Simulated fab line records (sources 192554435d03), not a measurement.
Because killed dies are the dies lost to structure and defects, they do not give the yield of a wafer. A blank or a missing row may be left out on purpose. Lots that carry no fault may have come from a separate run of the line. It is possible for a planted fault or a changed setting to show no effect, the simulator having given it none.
Problem report, 8D (eight disciplines) form, completed by code / flow n5Finfet / the parts of the form that need people (team, actions taken, sign-off) are left out

1. WHAT WENT WRONG
Mean of thkNm at N5_FIN_SAQP_THK_MEAS_07: 44.4 nm across 2 wafers in 2 lots; on wafers with no fault it is 60.0 nm (standard deviation 0.83). Measured from the usual mean, that is -19 standard deviations.
Earliest sighting: wafer L202.2 on filmMetro-02 at day 3 09:17. The record has a number at this step for 24 wafers belonging to 8 lots. Rule for "out" (also "out of limits"): further than 4 standard deviations from the usual mean. The other wafers with a number count as sound.

2. WHAT THIS IS AND IS NOT
question=which readings at this step | is=thkNm | is not=-
question=which lots | is=L202, L207 | is not=L199, L200, L201, L206, L217, L218
question=which wafers of those lots | is=L202.2, L207.2 | is not=L202.4, L202.5, L207.3, L207.4
question=read on which gauges | is=filmMetro-02 | is not=filmMetro-01
question=when | is=from day 3 09:17 | is not=up to then (11 sound wafers); but 11 sound wafers of L206, L207, L217, L218 came after

3. SUSPECTS, AND WHAT RULES EACH OUT
Counting: any tool at a process step up to the reading remains a suspect provided it ran every lot that is out. Sound lots after the first of them don't rule it out here, since some wafers of a struck lot are sound.
- the gauge at N5_FIN_SAQP_THK_MEAS_07 is ruled out. All the wafers that are out were read on filmMetro-02, but those of them that N5_FIN_SAQP_MANDREL_ETCH_22 has rows for are out there too, on other tools.
- pecvd-03 at N5_FIN_SAQP_PECVD_06 (deposits a-Si from SiH4/He, target thk 60 nm, time 48.1 s): kept. Every lot that is out went through it, the first being L202 (day 3 09:12); the last sound lot it ran before that was L201 (day 3 03:12).
The count leaves pecvd-03 at N5_FIN_SAQP_PECVD_06.

4. THE CAUSE (what the simulator had put in)
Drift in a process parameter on pecvd-03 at N5_FIN_SAQP_PECVD_06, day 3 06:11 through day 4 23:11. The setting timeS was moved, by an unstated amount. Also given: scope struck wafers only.
Only this tool survived the counting.

5. THE CHAIN OF EFFECTS, in route order
Each row: a reading where the mean over the struck wafers with a number is more than 3 standard deviations away from the usual. Readings are gone through only where the record gives a usual standard deviation; hours: the median, over the lots, of the time from a lot's start at the first step in this table giving one to that lot's start at this step; sigmas: the change measured in usual standard deviations.
hours=0; step=N5_FIN_SAQP_THK_MEAS_07; reading=thkNm; usual=60.0 nm; on struck wafers=44.4; change=-15.6; sigmas=-19
hours=1; step=N5_FIN_SAQP_MANDREL_ETCH_22; reading=oesProductAu; usual=0.767 a.u.; on struck wafers=0.655; change=-0.112; sigmas=-7.5
It contains these process steps:
- N5_FIN_SAQP_MANDREL_ETCH_22: etches a-Si in HBr/Cl2, stops on SiNx, target depth 60 nm, bt time 10 s, time 30 s.
Readings that are blank on the struck wafers while sound wafers have them: susceptorTempC at N5_FIN_SAQP_PECVD_06.
Later steps that measure or inspect, where all struck wafers having a row at the step show a number for every such reading and not one has moved that far: N5_BEOL_M4_RC_MEAS_101.

6. HOW IT WOULD HAVE BEEN CAUGHT EARLIER
The first out-of-limits reading at a measuring or inspecting step in this record came at day 3 09:17, 3 hours after the fault's start at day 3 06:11.
L207, from the lots that are out (2), started N5_FIN_SAQP_PECVD_06 on pecvd-03 later than day 3 09:17. Holding the tool at that time would have saved it.
